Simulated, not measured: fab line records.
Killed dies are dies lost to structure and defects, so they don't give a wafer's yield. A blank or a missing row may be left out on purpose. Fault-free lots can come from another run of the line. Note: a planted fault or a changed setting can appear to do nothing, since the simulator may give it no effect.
Split-lot study    flow n5Finfet    on a route of 1938 steps: 7 lots, 21 wafers read

ON THE SPLIT
At N5_BEOL_M4_TRENCH_ETCH_37 (etches SiOC in C4F6/O2, target depth 55.555 nm, time 29.2 s), the setting timeS was moved away from the recipe's 29.2 s on 8 of the 21 wafers read, by -22.3% to +14.6%. All remaining wafers had this setting at the recipe value.

FROM THE SPLIT TO THE READING: what the file shows between them, 2 steps
- N5_BEOL_M4_ETCH_41: etches SiCN in CH3F/O2, target depth 29.9 nm, time 52.5 s
- N5_BEOL_M4_STRIP_97: strips in N2/H2, time 10 s

THE READING
trenchDepthNm, in nm, at N5_BEOL_M4_OCD_MEAS_38. Fault-free wafers of this fab line usually give 55.1 nm, standard deviation 0.94 nm.

wafer   tool, chamber at the split  timeS as run, s  against the recipe  trenchDepthNm, nm  against lot-mates on the recipe
L075.1  rieDiel-02, 1               29.2             recipe              56.4               -
L075.3  rieDiel-02, 2               29.2             recipe              56.7               -
L075.5  rieDiel-02, 2               23.65            -19.0%              45.9               -10.6
L078.3  rieDiel-06, 0               29.2             recipe              53.9               -
L078.4  rieDiel-06, 1               25.11            -14.0%              46.6               -8.0
L078.6  rieDiel-06, 3               29.2             recipe              55.4               -
L083.4  rieDiel-03, 2               29.2             recipe              54.7               -
L083.5  rieDiel-03, 1               29.2             recipe              56.0               -
L083.6  rieDiel-03, 0               29.2             recipe              56.1               -
L082.1  rieDiel-03, 0               22.7             -22.3%              43.3               no lot-mate on the recipe
L082.3  rieDiel-03, 2               22.7             -22.3%              42.3               no lot-mate on the recipe
L082.5  rieDiel-03, 2               22.7             -22.3%              42.7               no lot-mate on the recipe
L084.1  rieDiel-02, 2               29.2             recipe              55.2               -
L084.4  rieDiel-02, 2               29.2             recipe              56.7               -
L084.5  rieDiel-02, 3               33.47            +14.6%              63.4               +7.4
L087.1  rieDiel-03, 0               25.92            -11.2%              48.2               -5.6
L087.2  rieDiel-03, 1               25.92            -11.2%              48.5               -5.3
L087.4  rieDiel-03, 2               29.2             recipe              53.8               -
L093.1  rieDiel-06, 3               29.2             recipe              55.5               -
L093.4  rieDiel-06, 2               29.2             recipe              56.5               -
L093.5  rieDiel-06, 2               29.2             recipe              55.9               -

FIT RESULTS
A straight line over all 21 wafers: trenchDepthNm changes by +0.57 nm for each +1% of timeS; r = +0.99; the points scatter about the line by 0.91 nm.
The same after taking each lot's own level away (the mean of its wafers on the recipe; 18 wafers): +0.533 nm for each +1%; r = +0.99; scatter 0.58 nm.
On that fit, the largest move of timeS shifts the reading by 12 nm.
The lots' own levels span 53.80 to 56.55 nm, that is 2.9 times the standard deviation above.
Hence the lot-to-lot level has little effect on the slope; both slopes agree.
Check: for one of the wafers moved furthest among these (-19.0%), held out of the fit, the line's prediction against its lot-mates is -9.88 nm. It came out at -10.6 nm against them.

THE OTHER SPLITS THESE WAFERS WENT THROUGH
Other splits were also applied to these wafers ahead of the reading. Each is held against what the fit with the lots' levels taken away leaves over:
other split on the same wafers   wafers away from the commonest value  r with trenchDepthNm (lot level and that fit taken away)
N5_BEOL_M2_EXPOSE_08 doseMj      5                                     +0.16
N5_BEOL_M2_DESCUM_33 timeS       9                                     -0.19
N5_BEOL_M2_ETCHBACK_99 timeS     5                                     +0.50
N5_BEOL_M3_COAT_67 spinRpm       8                                     +0.05
N5_BEOL_M3_EXPOSE_25 doseMj      7                                     -0.21
N5_BEOL_M3_ETCH_41 targetDepthA  6                                     -0.37

THE WHOLE CHAIN: every reading that the file lists as answering this split, in the file's order
step                       what it does                                                 reading                                                                  change (the file's fit)                r (the file's)
N5_BEOL_M4_TRENCH_ETCH_37  etches SiOC in C4F6/O2, target depth 55.555 nm, time 29.2 s  BEOL_M4.featureDepthNm (the simulator's own value, which no gauge read)  +0.543 nm for each +1% of the setting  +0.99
N5_BEOL_M4_TRENCH_ETCH_37  etches SiOC in C4F6/O2, target depth 55.555 nm, time 29.2 s  etch.depthNm (the simulator's own value, which no gauge read)            +0.541 nm for each +1% of the setting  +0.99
N5_BEOL_M4_OCD_MEAS_38                                                                  trenchDepthNm                                                            +0.54 nm for each +1% of the setting   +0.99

THE FILE'S OWN FIT
trenchDepthNm changes by +0.54 nm for each +1% of timeS, r = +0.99.
